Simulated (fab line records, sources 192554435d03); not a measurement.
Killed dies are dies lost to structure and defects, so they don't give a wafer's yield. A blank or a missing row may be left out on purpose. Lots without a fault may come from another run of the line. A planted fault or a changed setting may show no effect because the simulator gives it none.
Chamber matching | flow n5_finfet | N5_BEOL_M8_CURE_75 on uv_cure-02: 3 sister chambers
The step cures SiCOH lowk, time 120 s. 3 wafers are shown with their chamber, then 12 later ones without.

WAFERS WITH THEIR CHAMBER
wafer  | chamber | wafer_temp_C_max
L088.6 | 2       | 371.9
L091.6 | 0       | 372.7
L093.4 | 1       | 372.4

WAFERS WITHOUT THEIR CHAMBER
wafer  | wafer_temp_C_max
L094.1 | 372.8
L094.2 | 371.5
L094.3 | 372.6
L094.4 | 371.7
L094.5 | 371.6
L094.6 | 371.9
L097.3 | 371.7
L097.4 | 371.9
L097.6 | 373.8
L096.1 | 370.9
L096.2 | 371.0
L096.3 | 372.7

WHICH CHAMBER EACH WENT THROUGH
wafer  | from the rows above          | in truth
L094.1 | can't be placed: 0 or 1 or 2 | 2
L094.2 | can't be placed: 2 or 1 or 0 | 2
L094.3 | can't be placed: 0 or 1 or 2 | 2
L094.4 | can't be placed: 2 or 1 or 0 | 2
L094.5 | can't be placed: 2 or 1 or 0 | 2
L094.6 | can't be placed: 2 or 1 or 0 | 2
L097.3 | can't be placed: 2 or 1 or 0 | 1
L097.4 | can't be placed: 2 or 1 or 0 | 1
L097.6 | can't be placed: 0 or 1 or 2 | 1
L096.1 | can't be placed: 2 or 1 or 0 | 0
L096.2 | can't be placed: 2 or 1 or 0 | 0
L096.3 | can't be placed: 0 or 1 or 2 | 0
Placed correctly: 0 of 12. Can't be placed from these rows: 12 (the true chamber is among the candidates in 12). Placed wrongly: 0.
How it was worked out, from the rows above alone: a wafer's distance from a chamber is the root of the sum, over the readings, of the square of ((its reading less the chamber's mean) divided by the reading's scatter). The wafer belongs to the nearest chamber; if the next one is less than 2 further off, it can't be placed. A chamber's mean is the mean of its shown wafers. The scatter: with one shown wafer a chamber, the root of the mean of the squares of how far each hidden wafer lies from its nearest shown one.
